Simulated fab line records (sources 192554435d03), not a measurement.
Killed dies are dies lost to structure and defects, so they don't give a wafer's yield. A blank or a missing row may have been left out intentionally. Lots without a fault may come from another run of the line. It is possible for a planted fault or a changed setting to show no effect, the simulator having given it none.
Which of the tools did it?    flow n5 finfet    Sampling: 10 lots, 30 wafers, 5 of 1938 route steps

WHAT THE GAUGES SHOWED, per wafer
N5_PMOS_HMC_CHANNEL_EPI_CD_MEAS_09: the cd target is 237.4 nm. Usual: 237.8 nm for cd nm, sd 0.87.
lot   measured     on         cd nm (nm)         flag
L820  day 1 17:16  cd sem-03  238.3 238.1 237.0  
L823  day 2 11:19  cd sem-03  238.0 236.0 237.1  
L824  day 2 17:46  cd sem-01  238.8 236.4 237.9  
L825  day 2 23:31  cd sem-02  237.4 237.6 237.6  
L829  day 4 00:59  cd sem-01  237.7 238.1 237.5  
L838  day 6 05:55  cd sem-01  239.1 237.9 239.3  
L839  day 6 11:22  cd sem-03  237.9 236.6 237.7  
L841  day 6 23:15  cd sem-02  237.9 237.4 238.3  
L842  day 7 05:01  cd sem-02  238.4 238.9 238.0  
L843  day 7 11:11  cd sem-03  237.7 237.9 237.5  

N5_BEOL_M4_RC_MEAS_101. Usual: DIBL_N 36.9 mV/V, standard deviation 1.7; DIBL_P 36.7 mV/V, standard deviation 2.1; IOFF_N 0.17 nA/um, standard deviation 0.032; IOFF_P 0.22 nA/um, standard deviation 0.036; ION_N 674 uA/um, standard deviation 12; ION_P 461 uA/um, standard deviation 7; SS_N 71.7 mV/dec, standard deviation 0.6; SS_P 73.4 mV/dec, standard deviation 0.67; VT_N 249 mV, standard deviation 3.1; VT_P -250 mV, standard deviation 3.2.
lot   measured      on         DIBL_N (mV/V)   DIBL_P (mV/V)   IOFF_N (nA/um)  IOFF_P (nA/um)  ION_N (uA/um)  ION_P (uA/um)  SS_N (mV/dec)   SS_P (mV/dec)   VT_N (mV)    VT_P (mV)       flag
L820  day 8 01:31   prober-01  35.5 36.4 35.7  35.5 36.6 34.9  0.14 0.15 0.14  0.18 0.20 0.18  657 674 666    448 464 456    71.7 71.3 70.9  72.8 73.2 73.1  253 254 250  -254 -251 -251  
L823  day 8 14:13   prober-02  32.8 35.9 34.4  32.8 35.1 32.9  0.12 0.16 0.14  0.17 0.20 0.17  660 663 652    454 454 446    70.6 71.8 71.6  72.8 72.8 72.2  255 250 252  -252 -252 -251  
L824  day 9 03:32   prober-02  37.5 40.4 37.1  38.3 42.5 38.5  0.17 0.24 0.16  0.21 0.28 0.21  668 691 678    460 463 461    71.6 72.7 72.3  73.6 75.5 73.6  250 242 250  -252 -248 -251  
L825  day 9 05:38   prober-02  38.0 35.7 37.3  40.4 36.3 39.3  0.20 0.16 0.18  0.27 0.20 0.26  687 670 671    469 464 463    72.1 71.7 72.3  73.6 72.8 73.7  244 248 248  -246 -251 -248  
L829  day 10 05:55  prober-01  34.8 34.6 35.2  34.7 34.8 35.8  0.15 0.13 0.15  0.20 0.21 0.23  662 657 673    461 454 464    71.6 70.7 71.5  72.5 71.8 72.8  251 253 251  -249 -252 -249  
L841  day 13 05:11  prober-02  35.5 32.0 35.6  34.9 30.8 34.9  0.14 0.10 0.14  0.19 0.14 0.20  673 651 667    462 452 462    72.0 69.8 71.3  73.8 72.5 73.7  254 255 255  -250 -255 -251  
L842  day 13 07:12  prober-02  37.5 38.9 35.0  38.7 40.3 35.1  0.20 0.23 0.14  0.28 0.30 0.22  681 696 660    473 471 468    72.4 72.0 71.2  74.4 74.2 73.2  244 245 251  -247 -243 -249  
L843  day 14 00:20  prober-01  39.1 37.7 39.5  38.5 37.1 39.5  0.18 0.16 0.19  0.23 0.22 0.26  663 659 681    460 458 467    71.9 72.1 72.8  74.1 73.7 73.8  251 252 251  -249 -248 -247  

WHICH TOOL RAN EACH LOT (tool, then ch and the chambers of the sampled wafers, then the start)
lot   N5_PMOS_HMC_CHANNEL_EPI_HM_OPEN_15  N5_PMOS_HMC_CHANNEL_EPI_ETCH_38  N5_PMOS_HMC_CHANNEL_EPI_EPI_20
L820  rie diel-06 ch 0,2,3, day 1 17:26   rie si-05 ch 0,2,3, day 1 17:47  epi rpcvd-02 ch 0, day 1 17:59
L823  rie diel-06 ch 1,2,3, day 2 11:52   rie si-05 ch 0,3, day 2 12:14    epi rpcvd-02 ch 0, day 2 12:58
L824  rie diel-01 ch 0,1,2, day 2 17:56   rie si-05 ch 1,3, day 2 18:32    epi rpcvd-04 ch 0, day 2 18:56
L825  rie diel-03 ch 2,3, day 3 00:16     rie si-02 ch 2,3, day 3 00:37    epi rpcvd-02 ch 0, day 3 01:13
L829  rie diel-03 ch 1,2,3, day 4 01:10   rie si-05 ch 1,2,3, day 4 01:31  epi rpcvd-02 ch 0, day 4 01:43
L838  rie diel-06 ch 0,1, day 6 06:05     rie si-02 ch 1,2, day 6 06:39    epi rpcvd-02, day 6 07:07
L839  rie diel-03 ch 1,2,3, day 6 11:32   rie si-06 ch 0,1,3, day 6 11:53  epi rpcvd-01, day 6 12:05
L841  rie diel-01 ch 1,2, day 6 23:34     rie si-06 ch 0,1, day 7 00:11    epi rpcvd-04 ch 0, day 7 00:34
L842  rie diel-06 ch 0,1,3, day 7 05:10   rie si-06 ch 0,2,3, day 7 05:34  epi rpcvd-02 ch 0, day 7 05:45
L843  rie diel-01 ch 0,1,3, day 7 11:20   rie si-02 ch 1,2, day 7 11:43    epi rpcvd-04 ch 0, day 7 12:31
- N5_PMOS_HMC_CHANNEL_EPI_HM_OPEN_15: chemistry CHF3/O2, target SiO2, target depth 40.6 nm, time 20.3 s.
- N5_PMOS_HMC_CHANNEL_EPI_ETCH_38: etches SiO2 in CF4, target depth 1.5 nm.
- N5_PMOS_HMC_CHANNEL_EPI_EPI_20: deposits SiGe30, target thk 59 nm.

AS READ BY THE TOOLS THEMSELVES (means over the sampled wafers that have a number; for cases with no such wafer, the mark the record gives instead)
N5_PMOS_HMC_CHANNEL_EPI_HM_OPEN_15. Usual: CHF3_flow_sccm 50.03 sccm, standard deviation 0.14; drypump motor current A 5.6 A, standard deviation 0.38; oes product au 0.81 a.u., standard deviation 0.089; rf vpp V 522 V, standard deviation 8.4; showerhead plenum p Torr 2.44 Torr, standard deviation 0.096; throttle valve pct 18.76 %, standard deviation 0.29.
lot   tool         CHF3_flow_sccm (sccm)  drypump motor current A (A)  oes product au (a.u.)  rf vpp V (V)  showerhead plenum p Torr (Torr)  throttle valve pct (%)  flag
L820  rie diel-06  50.00                  5.4                          0.79                   520           2.45                             19.04                   
L823  rie diel-06  50.01                  5.5                          0.89                   524           2.48                             18.75                   
L824  rie diel-01  50.12                  5.7                          0.75                   518           2.40                             18.79                   
L825  rie diel-03  49.99                  5.4                          0.76                   520           2.37                             18.70                   
L829  rie diel-03  49.96                  5.7                          0.77                   522           2.44                             18.69                   
L838  rie diel-06  50.25                  5.8                          0.92                   515           2.38                             18.59                   
L839  rie diel-03  50.00                  5.7                          0.76                   522           2.43                             18.71                   
L841  rie diel-01  50.01                  5.9                          0.72                   521           2.36                             18.81                   
L842  rie diel-06  50.00                  5.7                          0.89                   522           2.44                             18.66                   
L843  rie diel-01  49.99                  5.7                          0.79                   525           2.42                             18.77                   

N5_PMOS_HMC_CHANNEL_EPI_ETCH_38. Usual: drypump motor current A 5.7 A, standard deviation 0.48; oes product au 1.005 a.u., standard deviation 0.017; throttle valve pct 21.84 %, standard deviation 0.28.
lot   tool       drypump motor current A (A)  oes product au (a.u.)  throttle valve pct (%)  flag
L820  rie si-05  6.0                          0.986                  21.85                   
L823  rie si-05  5.6                          0.982                  21.73                   
L824  rie si-05  5.4                          0.987                  21.75                   
L825  rie si-02  5.9                          0.999                  22.18                   
L829  rie si-05  5.9                          0.987                  21.88                   
L838  rie si-02  5.7                          1.003                  21.99                   
L839  rie si-06  5.6                          1.027                  21.73                   
L841  rie si-06  5.5                          1.018                  21.49                   
L842  rie si-06  5.9                          1.013                  21.55                   
L843  rie si-02  5.7                          0.997                  22.00                   

N5_PMOS_HMC_CHANNEL_EPI_EPI_20. Usual: chamber pressure Torr 20.00 Torr, standard deviation 0.043; lamp inner pct 11.9 %, standard deviation 1.1; susceptor_temp_C_max 601.7, standard deviation 0.45.
lot   tool          chamber pressure Torr (Torr)  lamp inner pct (%)  susceptor_temp_C_max  flag
L820  epi rpcvd-02  19.98                         13.2                601.7                 
L823  epi rpcvd-02  20.04                         13.1                602.0                 
L824  epi rpcvd-04  19.95                         11.6                601.8                 
L825  epi rpcvd-02  20.02                         13.0                601.7                 
L829  epi rpcvd-02  20.01                         13.2                601.1                 
L838  epi rpcvd-02  -                             -                   -                     OFF
L839  epi rpcvd-01  -                             -                   -                     OFF
L841  epi rpcvd-04  20.04                         11.6                602.3                 
L842  epi rpcvd-02  19.97                         13.2                601.2                 
L843  epi rpcvd-04  20.00                         11.5                602.0                 

THE ANSWER, worked out from the rows above alone
Rule: a lot counts as off when the mean over its wafers that have a number is more than 3 standard deviations away from the usual mean. Also off: a lot with no number at a reading for which 4 or more lots have one. Where the step has rows for the other lots, those lots are counted as sound. Order of review: gauges by route order, followed by the tools' own readings, for which a lot's mean as printed above is used. The first step at which some lot is off is used, and at that step the reading that is off furthest; a lot without a number counts as furthest.
Off: L838, L839, at N5_PMOS_HMC_CHANNEL_EPI_EPI_20 (chamber pressure Torr). Without a number there: L838, L839.
If a tool, at that step or one of the process steps before it, ran each lot that is off and ran no sound lot following the first of them, it fits. None of those tried fits.

WHAT THE SIMULATOR PUT IN
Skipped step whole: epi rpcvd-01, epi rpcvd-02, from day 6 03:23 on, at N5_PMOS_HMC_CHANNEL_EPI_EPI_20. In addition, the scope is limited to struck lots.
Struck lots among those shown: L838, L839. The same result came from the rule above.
